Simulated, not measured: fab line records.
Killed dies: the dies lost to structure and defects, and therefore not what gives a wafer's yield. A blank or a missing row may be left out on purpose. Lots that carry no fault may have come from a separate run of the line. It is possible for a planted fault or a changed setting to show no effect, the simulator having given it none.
fab line records	flow n5Finfet
record lots=24	wafers=72	lastDay=20
route steps=1938 shown BEOL_M2@876
lots that met no fault: from a run of the same line without faults
startH: start of the lot's first displayed wafer, in hours after the record's first day	waitH: hours elapsed since this lot's preceding step	" repeats the value in the row above	L1.1+2: a single row standing in for several wafers	- no value, or no start was given	* or withheld: withheld	< > ~ a bound
route shown NAME@n: NAME is a module with steps in the file, n the number in the route of the first one	usual: mean and standard deviation over wafers with no fault	same: alike in all rows	chamber/n: place in a boat	sites: the reading at each site	_std_site: the values' standard deviation	_edge_site: the outer-site mean with the inner-site mean subtracted	radiusMm: for every site, how far away it sits from the centre of the wafer	mask NAME#n: copy n	behind: the most recent tool/chamber to have shaped the wafer	hold: why the lot was held/for how many hours/how that ended	device: names the non-switching transistor (n, p or np)	end of line: tests run on the same wafers once the route is complete	step lacking rows: just its recipe	killed: the dies lost at the first sort to structure and to defects; this is not the yield of the wafer	map: a wafer's dies, marking killed ones x, the rest . and places with no die _
set.NAME: the run value of the setting; set.NAME@STEP: its run value at that earlier step	model.NAME: the simulator's own value behind a step, which no gauge read
route steps across a sampled set of lots; one table per step, one row per wafer
services: the hour from which a tool's chamber was out of use, counted from the record's first day as startH (under 0 if before that day), plus the number of hours and why
## steps
# step N5_BEOL_M2_CD_MEAS_28
# recipe targetCdNm=26.2	landingEnergyEv=500	detector=seInlens	targetCdYNm=24.1	polarity=opening
# usual cdNm=26.17/0.23
lot.wafer	tool	chamber	startH	waitH	cdNm
L074.2	cdSem-02	0	137.73	-	26.04
L074.4	"	0	"	"	26.10
L074.6	"	0	"	"	26.21
L075.2	cdSem-02	0	141.26	-	26.40
L075.4	"	0	"	"	26.31
L075.5	"	0	"	"	26.23
L076.3	cdSem-02	0	153.55	-	26.32
L076.4	"	0	"	"	26.30
L076.5	"	0	"	"	26.01
L077.1	cdSem-01	0	162.25	-	26.05
L077.5	"	0	"	"	26.03
L077.6	"	0	"	"	25.88
L078.1	cdSem-02	0	165.13	-	26.37
L078.4	"	0	"	"	26.47
L078.5	"	0	"	"	26.00
L079.1	cdSem-02	0	168.59	-	25.97
L079.2	"	0	"	"	26.23
L079.3	"	0	"	"	25.97
L080.1	cdSem-02	0	173.53	-	25.94
L080.2	"	0	"	"	26.34
L080.4	"	0	"	"	25.97
L081.2	cdSem-02	0	178.38	-	26.26
L081.3	"	0	"	"	25.77
L081.4	"	0	"	"	26.37
L082.3	cdSem-03	0	186.67	-	26.36
L082.5	"	0	"	"	26.56
L082.6	"	0	"	"	26.09
L083.1	cdSem-01	0	189.28	-	25.98
L083.3	"	0	"	"	26.22
L083.5	"	0	"	"	26.32
L084.3	cdSem-03	0	221.63	-	26.20
L084.5	"	0	"	"	25.92
L084.6	"	0	"	"	26.31
L085.3	cdSem-03	0	224.72	-	26.15
L085.4	"	0	"	"	26.07
L085.6	"	0	"	"	25.98
L086.2	cdSem-02	0	235.86	-	26.19
L086.3	"	0	"	"	26.41
L086.5	"	0	"	"	26.09
L087.1	cdSem-03	0	242.27	-	26.07
L087.2	"	0	"	"	26.48
L087.5	"	0	"	"	26.34
L088.1	cdSem-02	0	246.81	-	26.26
L088.3	"	0	"	"	26.28
L088.6	"	0	"	"	26.29
L089.2	cdSem-03	0	247.80	-	26.34
L089.3	"	0	"	"	26.08
L089.5	"	0	"	"	26.20
L090.4	cdSem-03	0	251.30	-	26.26
L090.5	"	0	"	"	26.27
L090.6	"	0	"	"	26.53
L092.3	cdSem-01	0	257.95	-	26.43
L092.4	"	0	"	"	25.64
L092.5	"	0	"	"	25.93
L091.2	cdSem-03	0	263.03	-	26.15
L091.4	"	0	"	"	25.59
L091.6	"	0	"	"	26.07
L093.1	cdSem-03	0	268.87	-	26.08
L093.2	"	0	"	"	26.20
L093.6	"	0	"	"	26.55
L094.1	cdSem-01	0	270.19	-	26.11
L094.2	"	0	"	"	26.06
L094.6	"	0	"	"	25.71
L096.1	cdSem-03	0	271.71	-	26.18
L096.2	"	0	"	"	26.65
L096.4	"	0	"	"	26.58
L095.2	cdSem-03	0	275.75	-	26.00
L095.3	"	0	"	"	26.58
L095.6	"	0	"	"	26.06
L097.1	cdSem-03	0	278.29	-	26.29
L097.2	"	0	"	"	26.42
L097.4	"	0	"	"	26.10
# step N5_BEOL_M2_ALD_84
# recipe material=TaN	targetThkA=*	tempC=275	aldPrecursorFamily=PDMAT	aldCoReactant=NH3	pressureTorr=3	carrierFlowSccm=1500	pulseTimeS=2	purgeTimeS=3	coReactantPurgeTimeS=2	coReactantPulseTimeS=3	aldCycles=30	precursorVesselTempC=75	precursorVesselPressureTorr=26.25	precursorVesselCarrierSccm=1000
# usual heaterPowerOuterW=229/29	heaterPowerW=405/52
lot.wafer	tool	chamber	startH	waitH	heaterPowerOuterW	heaterPowerW
L074.2	aldMetal-01	1	149.44	0.1	217	360
L074.4	"	0	"	"	193	355
L074.6	"	2	"	"	249	435
L075.2	aldMetal-03	2	152.70	0.0	267	515
L075.4	"	3	"	"	183	313
L075.5	"	2	"	"	274	492
L076.3	aldMetal-02	3	164.61	0.1	280	479
L076.4	"	1	"	"	211	382
L076.5	"	3	"	"	275	479
L077.1	aldMetal-01	3	173.96	0.3	235	426
L077.5	"	3	"	"	225	428
L077.6	"	2	"	"	250	426
L078.1	aldMetal-01	3	177.83	0.0	237	431
L078.4	"	0	"	"	196	359
L078.5	"	3	"	"	237	412
L079.1	aldMetal-03	0	178.06	0.0	213	361
L079.2	"	3	"	"	180	314
L079.3	"	2	"	"	271	497
L080.1	aldMetal-03	2	184.92	0.0	272	517
L080.2	"	3	"	"	178	323
L080.4	"	1	"	"	217	419
L081.2	aldMetal-03	1	188.39	0.1	213	407
L081.3	"	2	"	"	264	514
L081.4	"	3	"	"	177	305
L082.3	aldMetal-02	1	193.08	0.1	210	395
L082.5	"	3	"	"	274	483
L082.6	"	0	"	"	258	443
L083.1	aldMetal-01	1	193.54	0.0	222	361
L083.3	"	2	"	"	256	440
L083.5	"	2	"	"	263	432
L084.3	aldMetal-01	3	234.16	0.0	231	433
L084.5	"	0	"	"	193	360
L084.6	"	3	"	"	231	430
L085.3	aldMetal-03	0	240.48	0.0	209	356
L085.4	"	1	"	"	212	411
L085.6	"	3	"	"	176	315
L086.2	aldMetal-02	3	240.56	0.0	285	478
L086.3	"	1	"	"	215	406
L086.5	"	1	"	"	212	381
L087.1	aldMetal-02	0	245.86	0.1	253	436
L087.2	"	3	"	"	278	493
L087.5	"	0	"	"	256	428
L088.1	aldMetal-01	0	249.38	0.3	199	347
L088.3	"	1	"	"	214	361
L088.6	"	2	"	"	255	435
L090.4	aldMetal-03	0	253.38	0.0	211	366
L090.5	"	0	"	"	209	366
L090.6	"	1	"	"	216	410
L089.2	aldMetal-01	2	253.61	0.0	257	441
L089.3	"	0	"	"	195	358
L089.5	"	0	"	"	197	353
L092.3	aldMetal-02	0	264.85	0.0	260	437
L092.4	"	3	"	"	283	486
L092.5	"	1	"	"	209	388
L091.2	aldMetal-01	0	270.67	0.2	198	360
L091.4	"	2	"	"	265	439
L091.6	"	0	"	"	197	358
L093.1	aldMetal-01	0	273.94	0.2	198	345
L093.2	"	2	"	"	255	436
L093.6	"	3	"	"	233	433
L094.1	aldMetal-01	2	276.76	0.0	258	429
L094.2	"	1	"	"	218	357
L094.6	"	0	"	"	190	357
L096.1	aldMetal-02	3	277.23	0.1	283	478
L096.2	"	1	"	"	214	391
L096.4	"	3	"	"	282	482
L095.2	aldMetal-03	3	279.83	0.1	184	312
L095.3	"	2	"	"	262	500
L095.6	"	1	"	"	215	400
L097.1	aldMetal-01	2	283.39	0.2	252	438
L097.2	"	1	"	"	222	356
L097.4	"	3	"	"	237	434
# step N5_BEOL_M2_SPUTTER_79
# recipe material=Cu	targetThkA=45	tempC=-20	chamberPressurePa=0.07	powerW=withheld	timeS=8.29
# usual throttleValvePct=29.7/0.78
lot.wafer	tool	chamber	startH	waitH	throttleValvePct
L074.2	pvdSputter-03	-	150.30	0.1	29.4
L074.4	"	-	"	"	29.8
L074.6	"	-	"	"	30.8
L075.2	pvdSputter-01	-	153.99	0.1	28.1
L075.4	"	-	"	"	30.2
L075.5	"	-	"	"	28.2
L076.3	pvdSputter-01	-	165.87	0.1	28.4
L076.4	"	-	"	"	29.9
L076.5	"	-	"	"	30.0
L077.1	pvdSputter-03	-	174.79	0.1	29.5
L077.5	"	-	"	"	29.2
L077.6	"	-	"	"	29.0
L078.1	pvdSputter-01	-	178.87	0.1	29.9
L078.4	"	-	"	"	28.5
L078.5	"	-	"	"	29.7
L079.1	pvdSputter-02	-	179.14	0.1	29.8
L079.2	"	-	"	"	30.0
L079.3	"	-	"	"	30.0
L080.1	pvdSputter-02	-	185.70	0.1	30.4
L080.2	"	-	"	"	29.8
L080.4	"	-	"	"	29.8
L081.2	pvdSputter-02	-	189.54	0.1	29.7
L081.3	"	-	"	"	30.4
L081.4	"	-	"	"	29.9
L082.3	pvdSputter-02	-	193.88	0.1	29.9
L082.5	"	-	"	"	29.7
L082.6	"	-	"	"	29.0
L083.1	pvdSputter-01	-	194.22	0.1	31.1
L083.3	"	-	"	"	28.2
L083.5	"	-	"	"	31.1
L084.3	pvdSputter-01	-	234.93	0.1	31.1
L084.5	"	-	"	"	30.8
L084.6	"	-	"	"	30.2
L085.3	pvdSputter-03	-	241.34	0.1	29.1
L085.4	"	-	"	"	29.7
L085.6	"	-	"	"	29.2
L086.2	pvdSputter-02	-	241.52	0.1	29.6
L086.3	"	-	"	"	29.0
L086.5	"	-	"	"	30.2
L087.1	pvdSputter-01	-	246.71	0.1	30.4
L087.2	"	-	"	"	30.2
L087.5	"	-	"	"	31.3
L088.1	pvdSputter-03	-	250.27	0.1	29.7
L088.3	"	-	"	"	29.4
L088.6	"	-	"	"	29.0
L090.4	pvdSputter-01	-	254.56	0.1	28.3
L090.5	"	-	"	"	29.9
L090.6	"	-	"	"	28.0
L089.2	pvdSputter-02	-	254.80	0.1	29.0
L089.3	"	-	"	"	30.0
L089.5	"	-	"	"	30.3
L092.3	pvdSputter-03	-	265.67	0.1	30.4
L092.4	"	-	"	"	29.2
L092.5	"	-	"	"	29.3
L091.2	pvdSputter-01	-	272.74	0.1	29.9
L091.4	"	-	"	"	30.6
L091.6	"	-	"	"	30.1
L093.1	pvdSputter-03	-	274.75	0.1	29.0
L093.2	"	-	"	"	29.4
L093.6	"	-	"	"	29.1
L094.1	pvdSputter-01	-	277.53	0.1	31.2
L094.2	"	-	"	"	27.9
L094.6	"	-	"	"	30.2
L096.1	pvdSputter-02	-	278.38	0.1	29.8
L096.2	"	-	"	"	30.1
L096.4	"	-	"	"	29.2
L095.2	pvdSputter-03	-	280.58	0.1	29.8
L095.3	"	-	"	"	29.5
L095.6	"	-	"	"	29.4
L097.1	pvdSputter-01	-	286.36	0.1	28.2
L097.2	"	-	"	"	30.0
L097.4	"	-	"	"	31.1
# step N5_BEOL_M2_SPUTTER_81
# recipe material=Cu	targetThkA=45	tempC=-20	chamberPressurePa=0.07	powerW=withheld	timeS=8.29
# usual throttleValvePct=29.7/0.78
lot.wafer	tool	chamber	startH	waitH	throttleValvePct
L074.2	pvdSputter-03	-	150.52	0.1	29.2
L074.4	"	-	"	"	29.6
L074.6	"	-	"	"	30.5
L075.2	pvdSputter-01	-	154.23	0.1	28.2
L075.4	"	-	"	"	29.8
L075.5	"	-	"	"	28.2
L076.3	pvdSputter-01	-	166.09	0.1	28.4
L076.4	"	-	"	"	30.0
L076.5	"	-	"	"	29.9
L077.1	pvdSputter-03	-	175.01	0.1	29.9
L077.5	"	-	"	"	29.4
L077.6	"	-	"	"	28.9
L078.1	pvdSputter-01	-	179.09	0.1	29.9
L078.4	"	-	"	"	28.2
L078.5	"	-	"	"	30.0
L079.1	pvdSputter-02	-	179.36	0.1	29.8
L079.2	"	-	"	"	30.2
L079.3	"	-	"	"	29.7
L080.1	pvdSputter-02	-	185.92	0.1	30.1
L080.2	"	-	"	"	29.9
L080.4	"	-	"	"	29.5
L081.2	pvdSputter-02	-	189.76	0.1	29.7
L081.3	"	-	"	"	30.4
L081.4	"	-	"	"	29.6
L082.3	pvdSputter-02	-	194.10	0.1	29.5
L082.5	"	-	"	"	29.8
L082.6	"	-	"	"	29.2
L083.1	pvdSputter-01	-	232.89	38.5	31.1
L083.3	"	-	"	"	28.1
L083.5	"	-	"	"	31.1
L084.3	pvdSputter-01	-	235.15	0.1	31.1
L084.5	"	-	"	"	31.2
L084.6	"	-	"	"	30.1
L085.3	pvdSputter-03	-	241.56	0.1	29.3
L085.4	"	-	"	"	29.7
L085.6	"	-	"	"	28.9
L086.2	pvdSputter-02	-	241.74	0.1	29.7
L086.3	"	-	"	"	28.9
L086.5	"	-	"	"	29.9
L087.1	pvdSputter-01	-	246.93	0.1	30.1
L087.2	"	-	"	"	30.0
L087.5	"	-	"	"	31.2
L088.1	pvdSputter-03	-	250.49	0.1	30.2
L088.3	"	-	"	"	29.3
L088.6	"	-	"	"	29.1
L090.4	pvdSputter-01	-	254.78	0.1	28.1
L090.5	"	-	"	"	29.9
L090.6	"	-	"	"	28.1
L089.2	pvdSputter-02	-	255.02	0.1	29.0
L089.3	"	-	"	"	30.1
L089.5	"	-	"	"	30.0
L092.3	pvdSputter-03	-	265.89	0.1	30.9
L092.4	"	-	"	"	29.3
L092.5	"	-	"	"	29.3
L091.2	pvdSputter-01	-	272.96	0.1	30.1
L091.4	"	-	"	"	30.0
L091.6	"	-	"	"	30.1
L093.1	pvdSputter-03	-	274.97	0.1	29.4
L093.2	"	-	"	"	29.6
L093.6	"	-	"	"	29.1
L094.1	pvdSputter-01	-	277.75	0.1	31.4
L094.2	"	-	"	"	28.1
L094.6	"	-	"	"	30.0
L096.1	pvdSputter-02	-	278.60	0.1	29.8
L096.2	"	-	"	"	30.2
L096.4	"	-	"	"	28.9
L095.2	pvdSputter-03	-	280.80	0.1	29.7
L095.3	"	-	"	"	29.2
L095.6	"	-	"	"	29.3
L097.1	pvdSputter-01	-	286.58	0.1	28.3
L097.2	"	-	"	"	30.0
L097.4	"	-	"	"	31.3
# step N5_BEOL_M2_ANNEAL_51
# recipe tempC=225	timeS=90	ambient=N2
# usual wafer_temp_C_max=226.3/0.35
lot.wafer	tool	chamber	startH	waitH	wafer_temp_C_max
L074.2	rtpAnneal-01	0	152.08	0.1	226.1
L074.4	"	0	"	"	226.1
L074.6	"	0	"	"	226.1
L075.2	rtpAnneal-02	0	155.85	0.1	226.9
L075.4	"	0	"	"	226.5
L075.5	"	0	"	"	226.7
L076.3	rtpAnneal-02	0	167.70	0.1	226.4
L076.4	"	0	"	"	226.8
L076.5	"	0	"	"	226.7
L077.1	rtpAnneal-02	0	176.53	0.1	227.0
L077.5	"	0	"	"	226.6
L077.6	"	0	"	"	227.2
L078.1	rtpAnneal-02	0	180.60	0.1	226.4
L078.4	"	0	"	"	226.5
L078.5	"	0	"	"	226.5
L079.1	rtpAnneal-01	0	180.88	0.1	226.0
L079.2	"	0	"	"	226.0
L079.3	"	0	"	"	226.0
L080.1	rtpAnneal-01	0	187.44	0.1	226.2
L080.2	"	0	"	"	225.9
L080.4	"	0	"	"	226.0
L081.2	rtpAnneal-01	0	191.32	0.1	225.8
L081.3	"	0	"	"	226.1
L081.4	"	0	"	"	226.3
L082.3	rtpAnneal-02	0	195.72	0.1	226.3
L082.5	"	0	"	"	226.5
L082.6	"	0	"	"	226.6
L083.1	rtpAnneal-01	0	234.40	0.1	226.5
L083.3	"	0	"	"	225.8
L083.5	"	0	"	"	226.0
L084.3	rtpAnneal-01	0	237.17	0.4	225.9
L084.5	"	0	"	"	226.3
L084.6	"	0	"	"	226.3
L085.3	rtpAnneal-02	0	243.16	0.1	226.5
L085.4	"	0	"	"	226.9
L085.6	"	0	"	"	226.3
L086.2	rtpAnneal-02	0	243.39	0.2	226.5
L086.3	"	0	"	"	226.6
L086.5	"	0	"	"	226.5
L087.1	rtpAnneal-02	0	248.45	0.1	226.5
L087.2	"	0	"	"	226.8
L087.5	"	0	"	"	226.2
L088.1	rtpAnneal-01	0	252.01	0.1	225.6
L088.3	"	0	"	"	225.8
L088.6	"	0	"	"	226.0
L090.4	rtpAnneal-01	0	256.43	0.2	226.5
L090.5	"	0	"	"	226.3
L090.6	"	0	"	"	225.8
L089.2	rtpAnneal-01	0	256.61	0.1	226.1
L089.3	"	0	"	"	225.8
L089.5	"	0	"	"	226.1
L092.3	rtpAnneal-01	0	267.50	0.1	225.7
L092.4	"	0	"	"	225.7
L092.5	"	0	"	"	226.1
L091.2	rtpAnneal-01	0	274.52	0.1	225.8
L091.4	"	0	"	"	225.8
L091.6	"	0	"	"	225.7
L093.1	rtpAnneal-01	0	276.48	0.1	226.0
L093.2	"	0	"	"	225.9
L093.6	"	0	"	"	226.0
L094.1	rtpAnneal-02	0	279.26	0.1	226.0
L094.2	"	0	"	"	226.2
L094.6	"	0	"	"	225.9
L096.1	rtpAnneal-01	0	280.12	0.1	226.0
L096.2	"	0	"	"	226.1
L096.4	"	0	"	"	226.2
L095.2	rtpAnneal-02	0	282.51	0.3	226.0
L095.3	"	0	"	"	226.2
L095.6	"	0	"	"	226.5
L097.1	rtpAnneal-02	0	288.09	0.1	226.6
L097.2	"	0	"	"	226.4
L097.4	"	0	"	"	226.2
# step N5_BEOL_M2_DEP_57
# recipe material=SiCN	targetThkA=80	tempC=withheld	precursor=3MS/NH3	pressureTorr=3	rfW=202	timeS=14
# usual showerheadPlenumPTorr=3.660/0.013	throttleValvePct=9.2/0.53
lot.wafer	tool	chamber	startH	waitH	showerheadPlenumPTorr	throttleValvePct
L074.2	pecvd-04	0	152.83	0.0	3.657	9.3
L074.4	"	1	"	"	3.666	10.2
L074.6	"	0	"	"	3.655	9.0
L075.2	pecvd-02	0	156.59	0.0	3.683	9.8
L075.4	"	2	"	"	3.654	8.3
L075.5	"	1	"	"	3.657	9.1
L076.3	pecvd-01	2	168.40	0.0	3.674	8.3
L076.4	"	2	"	"	3.681	8.6
L076.5	"	1	"	"	3.652	9.3
L077.1	pecvd-04	0	177.59	0.0	3.672	9.5
L077.5	"	2	"	"	3.656	8.6
L077.6	"	1	"	"	3.660	10.2
L078.1	pecvd-02	1	181.40	0.0	3.649	9.1
L078.4	"	1	"	"	3.660	9.4
L078.5	"	1	"	"	3.653	9.0
L079.1	pecvd-04	0	181.66	0.0	3.664	9.5
L079.2	"	2	"	"	3.647	9.0
L079.3	"	1	"	"	3.655	10.2
L080.1	pecvd-04	0	189.68	0.0	3.664	9.2
L080.2	"	1	"	"	3.658	9.9
L080.4	"	1	"	"	3.659	10.2
L081.2	pecvd-02	1	192.09	0.0	3.671	9.4
L081.3	"	1	"	"	3.662	9.1
L081.4	"	0	"	"	3.683	9.7
L082.3	pecvd-04	0	196.42	0.0	3.657	9.0
L082.5	"	2	"	"	3.651	9.1
L082.6	"	1	"	"	3.659	10.0
L083.1	pecvd-01	2	235.20	0.0	3.669	8.5
L083.3	"	1	"	"	3.651	9.3
L083.5	"	2	"	"	3.678	8.4
L084.3	pecvd-04	2	238.05	0.0	3.645	8.5
L084.5	"	2	"	"	3.640	8.5
L084.6	"	0	"	"	3.654	9.3
L085.3	pecvd-04	0	243.86	0.0	3.661	9.4
L085.4	"	2	"	"	3.642	8.7
L085.6	"	1	"	"	3.656	9.8
L086.2	pecvd-01	1	244.14	0.0	3.653	9.0
L086.3	"	2	"	"	3.676	8.5
L086.5	"	2	"	"	3.666	8.6
L087.1	pecvd-01	0	249.26	0.0	3.653	9.6
L087.2	"	2	"	"	3.664	8.5
L087.5	"	2	"	"	3.674	8.4
L088.1	pecvd-02	1	254.47	0.0	3.648	9.5
L088.3	"	0	"	"	3.681	9.7
L088.6	"	2	"	"	3.654	8.2
L090.4	pecvd-02	2	257.11	0.0	3.657	8.2
L090.5	"	1	"	"	3.652	9.3
L090.6	"	0	"	"	3.680	9.6
L089.2	pecvd-02	1	257.35	0.0	3.651	9.1
L089.3	"	0	"	"	3.686	9.7
L089.5	"	1	"	"	3.652	9.3
L092.3	pecvd-01	2	268.19	0.0	3.675	8.7
L092.4	"	2	"	"	3.679	8.5
L092.5	"	1	"	"	3.655	9.1
L091.2	pecvd-01	2	275.26	0.0	3.672	8.5
L091.4	"	2	"	"	3.682	8.5
L091.6	"	0	"	"	3.658	9.6
L093.1	pecvd-02	0	277.40	0.0	3.684	9.4
L093.2	"	1	"	"	3.658	9.3
L093.6	"	2	"	"	3.654	8.4
L094.1	pecvd-04	2	280.05	0.0	3.657	8.8
L094.2	"	1	"	"	3.657	10.1
L094.6	"	0	"	"	3.658	9.5
L096.1	pecvd-01	2	280.90	0.0	3.684	8.6
L096.2	"	1	"	"	3.656	9.3
L096.4	"	0	"	"	3.647	9.4
L095.2	pecvd-02	1	283.25	0.0	3.659	9.2
L095.3	"	2	"	"	3.658	8.4
L095.6	"	2	"	"	3.654	8.4
L097.1	pecvd-01	2	288.88	0.0	3.675	8.6
L097.2	"	1	"	"	3.659	9.2
L097.4	"	2	"	"	3.682	8.6
## services
tool	chamber	startH	hours	kind
pecvd-02	1	127.44	2.1	scheduledDown
pvdSputter-01	-	133.60	1.9	repair
pvdSputter-01	-	143.27	4.6	repair
pecvd-04	2	159.21	5.5	scheduledDown
pecvd-01	-	160.83	0.8	repair
pecvd-02	2	163.09	76.1	repair
aldMetal-02	3	198.45	-	calibration
pecvd-04	2	202.38	-	clean
pecvd-04	2	202.38	-	consumableReplace:showerhead
pecvd-04	2	202.38	29.0	scheduledDown
pecvd-04	2	202.38	29.0	ventCycle
pecvd-01	-	203.81	0.8	pm
aldMetal-01	-	210.02	1.2	pm
aldMetal-02	2	212.41	186.2	repair
aldMetal-03	0	214.25	-	calibration
pecvd-01	-	218.69	0.9	repair
aldMetal-02	3	226.62	7.0	repair
pecvd-02	0	234.70	5.0	scheduledDown
pecvd-01	2	236.31	2.1	scheduledDown
aldMetal-03	-	268.29	2.8	pm
pecvd-01	1	281.62	2.1	scheduledDown
pecvd-02	0	287.09	2.1	scheduledDown
pecvd-04	-	288.42	33.3	repair
## key
fault none
